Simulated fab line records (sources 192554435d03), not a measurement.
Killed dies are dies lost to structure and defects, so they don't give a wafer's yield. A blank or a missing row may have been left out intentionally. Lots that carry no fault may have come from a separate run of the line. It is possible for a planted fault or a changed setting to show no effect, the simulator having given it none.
What tool caused it? -- flow n5_finfet -- 21 wafers from 7 lots sampled at 4 of the route's 1938 steps

WHAT EACH GAUGE READ, for each wafer
N5_BEOL_M6_CD_MEAS_28: target cd 40 nm.
lot,measured,on,cd_nm (nm)
L462,day 9 00:32,cd_sem-01,39.75 40.13 40.01
L466,day 9 23:17,cd_sem-02,40.14 39.98 40.05
L467,day 10 08:22,cd_sem-01,40.60 40.62 40.57
L469,day 10 23:14,cd_sem-02,- - -
L472,day 11 05:37,cd_sem-02,40.53 40.11 40.08
L481,day 13 13:16,cd_sem-01,40.46 40.18 39.95
L482,day 13 15:22,cd_sem-01,39.65 39.99 40.16

TOOL THAT RAN EACH LOT (tool first, then ch and the chambers of the sampled wafers, then the start)
lot,N5_BEOL_M6_HM_DEP_02,N5_BEOL_M6_STRIP_67,N5_BEOL_M6_EXPOSE_25
L462,"pvd_sputter-02, day 8 21:08","rie_diel-05 ch 0,3, day 8 22:17","euv_scanner-01 ch 0, day 9 00:25"
L466,"pvd_sputter-03, day 9 19:23","rie_diel-04 ch 0,1,3, day 9 21:05","euv_scanner-01 ch 0, day 9 23:10"
L467,"pvd_sputter-02, day 10 05:02","rie_diel-03 ch 0,1,3, day 10 05:44","euv_scanner-02 ch 0, day 10 08:14"
L469,"pvd_sputter-01, day 10 21:51","rie_diel-03 ch 1,3, day 10 22:40","euv_scanner-01, day 10 23:06"
L472,"pvd_sputter-01, day 11 04:01","rie_diel-04 ch 0,2, day 11 04:50","euv_scanner-01 ch 0, day 11 05:29"
L481,"pvd_sputter-01, day 13 10:17","rie_diel-05 ch 0,1,3, day 13 11:14","euv_scanner-02 ch 0, day 13 13:08"
L482,"pvd_sputter-01, day 13 13:47","rie_diel-03 ch 0,1,2, day 13 14:40","euv_scanner-01 ch 0, day 13 15:14"
- N5_BEOL_M6_HM_DEP_02: deposits TiN, target thk 20 nm.
- N5_BEOL_M6_STRIP_67: strips in CF4.
- N5_BEOL_M6_EXPOSE_25: exposes mask V5, target cd 40 nm.

THE ANSWER, worked out from the rows above alone
Rule: what is usual is taken from the lots themselves. Put in order of their means at a reading, lots are off if they are a third of the lots or fewer, leave a main group of 4 or more, and stand apart from it by a gap of 3 or more times the standard deviation of the main group's means; of several such gaps the widest counts. Not used: any main group whose means are identical at the precision the tables above print for the reading. A lot without any number at a reading at which 4 lots or more have one is off too. Where the step has rows for the other lots, those lots are counted as sound.
Off at N5_BEOL_M6_CD_MEAS_28 (cd_nm): L469. Without a number there: L469. The main group has a mean of 40.16 nm with a standard deviation of 0.22.
If a tool, at a process step before that reading, ran all the lots that are off and no sound lot after the first of them, it fits. Those tools and the gauges at N5_BEOL_M6_CD_MEAS_28 are tried in the same way. Not one of the candidates tried fits.

WHAT THE SIMULATOR HAD INSERTED
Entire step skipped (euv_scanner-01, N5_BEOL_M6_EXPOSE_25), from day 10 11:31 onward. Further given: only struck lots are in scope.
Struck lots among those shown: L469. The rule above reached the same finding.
